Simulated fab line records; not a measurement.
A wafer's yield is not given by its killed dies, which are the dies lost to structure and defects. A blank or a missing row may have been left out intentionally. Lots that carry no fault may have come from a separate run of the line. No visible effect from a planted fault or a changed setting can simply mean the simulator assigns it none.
A lot that was struck, set against a sound lot || flow n5-finfet || 37 steps out of a route of 1938
Sound: these wafers, L509.1, L509.2, L509.4. Struck: wafers L511.1, L511.4 (left out: L511.6, a lot-mate that was not struck); the cause follows at the end.
At each step with rows: each side's tool, then ch and its chambers, then its first start. Under that, the readings that differ: sound wafers || struck wafers || difference of the means || sigmas: that difference in standard deviations of wafers without a fault.
alike: readings whose means differ by less than 2 such deviations, and words and numbers that are the same on both sides. not compared: withheld readings, readings that some wafer has no value for, bounds like >300 that may hide the same value, and numbers for which the record gives no deviation and whose values overlap.
Wherever a step has rows on one side only, a row that says differs or no value, or a row with sigmas, the two part there. Numbers that don't overlap but have no deviation are shown without sigmas and don't part them. A reading that every wafer of one side lacks parts them only if that side has two wafers or more.

first, 11 steps without rows for these wafers: N5_BEOL_M0_SPUTTER_132 (material Cu, target thk 4 nm, time 7.37 s); N5_BEOL_M0_ANNEAL_133 (time 60 s); N5_BEOL_M0_SPUTTER_134 (material Cu, target thk 4 nm, time 7.37 s); N5_BEOL_M0_ANNEAL_135 (time 60 s); N5_BEOL_M0_SPUTTER_141 (material Cu, target thk 4 nm, time 7.37 s); N5_BEOL_M0_ECD_118 (material Cu, target thk 300 nm); N5_BEOL_M0_ANNEAL_119 (time 90 s); N5_BEOL_M0_CMP_120 (polishes, stops on SiOC, t overpolish 6.9 s); N5_BEOL_M0_PRE_CLEAN_131 (time 15 s); N5_BEOL_M0_CO_CAP_123 (material Co, precursor CCTBA/H2, target thk 2 nm, time 102.1 s); N5_BEOL_M0_PRE_CLEAN_124 (time 15 s).
N5_BEOL_M0_DEP_125: deposits SiCN from 3MS/NH3, target thk 8 nm, time 14 s.
  sound on pecvd-04 ch 0,1,2, day 8 10:14; struck on pecvd-04 ch 0, day 8 22:03
{"reading": "model.SiCN_of_BEOL_M0_DEP_125.thk-nm (nm)", "sound": "8.2 8 8.4", "struck": "5 4.8", "difference": -3, "sigmas": ""}
  alike: showerhead-plenum-p-Torr, showerhead-vpp-V, throttle-valve-pct
  not compared: since-wet-clean-h
then, 22 steps without rows for these wafers: N5_BEOL_M1_ILD_DEP_00 (deposits SiOC from DEMS/O2, target thk 79 nm, time 15.3 s); N5_BEOL_M1_PECVD_72 (deposits SiO2 from TEOS/O2, target thk 16 nm, time 18 s); N5_BEOL_M1_HM_DEP_02 (deposits TiN, target thk 20 nm); N5_BEOL_M1_COAT_61 (time 60 s, resist thk 60 nm); N5_BEOL_M1_COAT_62 (time 60 s, resist thk 12 nm); N5_BEOL_M1_COAT_73 (time 60 s, resist thk 5 nm); N5_BEOL_M1_COAT_05 (resist thk 30 nm); N5_BEOL_M1_EBR_07; N5_BEOL_M1_SOFTBAKE_06 (time 60 s); N5_BEOL_M1_EXPOSE_08 (exposes mask M1); N5_BEOL_M1_PEB_09 (peb time 60 s); N5_BEOL_M1_DEVELOP_10 (develop time 30 s); N5_BEOL_M1_DESCUM_16 (chemistry O2, time 7 s); N5_BEOL_M1_ETCH_74 (etches underlayer in N2/H2, target depth 6.5 nm, time 5.2 s); N5_BEOL_M1_ETCH_63 (etches SiARC in CF4, target depth 15.6 nm, time 26 s); N5_BEOL_M1_ETCH_64 (etches SOC in N2/H2, target depth 75 nm, overetch 15 nm, time 112.5 s); N5_BEOL_M1_STRIP_65 (strips in N2/H2); N5_BEOL_M1_STRIP_75 (strips in N2/H2); N5_BEOL_M1_STRIP_66 (strips in CF4); N5_BEOL_M1_HM_OPEN_17 (chemistry Cl2/BCl3, target TiN, target depth 20 nm, overetch 6 nm); N5_BEOL_M1_STRIP_19 (strips in O2); N5_BEOL_M1_COAT_67 (time 60 s, resist thk 60 nm).
N5_BEOL_M1_CMP_52: polishes, stops on SiOC, t overpolish 6.8 s, target thk 40 nm.
  sound on cmp-03 ch 0,2,3, day 8 22:02; struck on cmp-03 ch 1,3, day 9 07:29
{"reading": "model.Cu_of_BEOL_M1_ECD_50.thk-nm (nm)", "sound": "38.4 38 39", "struck": "35.8 37.6", "difference": -1.8, "sigmas": ""}
  alike: barrier-field-endpoint-s, motor-current-A, overpolish-run-s, pad-life-wafers, time-to-endpoint-s
-- a jump in the record: the struck wafers' starts before and after are 2 days apart (it breaks off in module BEOL_M1 and resumes in module BEOL_M4, where the first step shown is number 1111 of the route) --
N5_BEOL_M4_RC_MEAS_101:
  sound on prober-01 ch 0, day 11 08:00; struck on prober-01 ch 0, day 11 09:52
{"reading": "IOFF_N (nA/um)", "sound": "0.218 0.177 0.146", "struck": "0.124 0.128", "difference": -0.054, "sigmas": -2}
{"reading": "IOFF_P (nA/um)", "sound": "0.29 0.26 0.21", "struck": "0.18 0.18", "difference": -0.07, "sigmas": -2}
{"reading": "VT_P (mV)", "sound": "-243.5 -245.6 -248.5", "struck": "-251.3 -254.5", "difference": -7.0, "sigmas": -2}
  alike: DIBL_N, DIBL_P, ION_N, ION_P, SS_N, SS_P, VT_N
after that, 1 step had no rows for these wafers: N5_PASSIVATION_PROBE_49.

WHERE THEY PART
Only at N5_BEOL_M4_RC_MEAS_101, within this record.

WHY: what had been put in by the simulator
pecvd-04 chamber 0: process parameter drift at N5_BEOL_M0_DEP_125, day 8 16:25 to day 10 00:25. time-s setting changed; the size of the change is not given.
